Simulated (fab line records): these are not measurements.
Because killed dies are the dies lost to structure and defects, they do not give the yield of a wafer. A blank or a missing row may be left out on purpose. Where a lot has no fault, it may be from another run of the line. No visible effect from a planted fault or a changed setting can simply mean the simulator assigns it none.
What tool caused it? | flow nandHarc | Sampling: 6 lots, 18 wafers, 4 of 1159 route steps

## WHAT THE GAUGES READ, wafer by wafer
NHARC_A_BLC_INSPECT_12.
lot  | measured     | on               | rawDefectCount
L593 | day 17 11:39 | defectInspect-01 | 8 12 8
L596 | day 17 21:35 | defectInspect-01 | 17 33 28
L598 | day 18 22:59 | defectInspect-01 | 27 36 21
L610 | day 21 20:46 | defectInspect-02 | 12 15 17
L614 | day 22 19:57 | defectInspect-02 | 18 18 15
L613 | day 23 19:40 | defectInspect-02 | 32 37 36

## WHICH TOOL RAN EACH LOT (tool, then ch and the chambers of the sampled wafers, then the start)
lot  | NHARC_A_CONTACT_ETCH_88           | NHARC_A_CONTACT_CVD_19       | NHARC_A_CONTACT_CMP_20
L593 | rieDiel-04 ch 1,2, day 17 00:08   | cvdW-02 ch 1, day 17 09:43   | cmp-03 ch 0,3, day 17 10:37
L596 | rieDiel-08 ch 0,1, day 17 16:20   | cvdW-02 ch 0,1, day 17 19:54 | cmp-03 ch 1,3, day 17 20:41
L598 | rieDiel-08 ch 1,3, day 18 14:11   | cvdW-01 ch 0,1, day 18 21:17 | cmp-03 ch 0,1,2, day 18 22:04
L610 | rieDiel-08 ch 0,1,3, day 21 13:22 | cvdW-01 ch 0,1, day 21 18:50 | cmp-01 ch 1,2, day 21 19:44
L614 | rieDiel-08 ch 1,2, day 22 14:38   | cvdW-02 ch 0,1, day 22 18:08 | cmp-03 ch 0,1, day 22 19:02
L613 | rieDiel-04 ch 0,2,3, day 23 12:02 | cvdW-02 ch 0,1, day 23 17:45 | cmp-01 ch 1,2,3, day 23 18:41
- NHARC_A_CONTACT_ETCH_88: etches the open film in CF4, target depth 39 nm, time 65 s.
- NHARC_A_CONTACT_CVD_19: deposits W, target thk 300 nm, time 802 s.
- NHARC_A_CONTACT_CMP_20: polishes, t overpolish 30 s, target thk 300 nm.

## THE ANSWER, worked out from the rows above alone
Rule: usual is defined by the lots themselves. The widest of any qualifying gaps counts: lots, ordered by their means at a reading, are off when they make up no more than a third of the lots, leave a main group of 4 or more, and stand apart from it by 3 or more times the standard deviation of that group's means. If all means in a main group match to the digits the tables above print for the reading, that group is not used. Also off: a lot with no number at a reading for which 4 or more lots have one. Where the step has rows for the other lots, those lots are counted as sound.
None of the lots is off at any reading shown; this tells nothing.

## WHAT THE SIMULATOR PUT IN
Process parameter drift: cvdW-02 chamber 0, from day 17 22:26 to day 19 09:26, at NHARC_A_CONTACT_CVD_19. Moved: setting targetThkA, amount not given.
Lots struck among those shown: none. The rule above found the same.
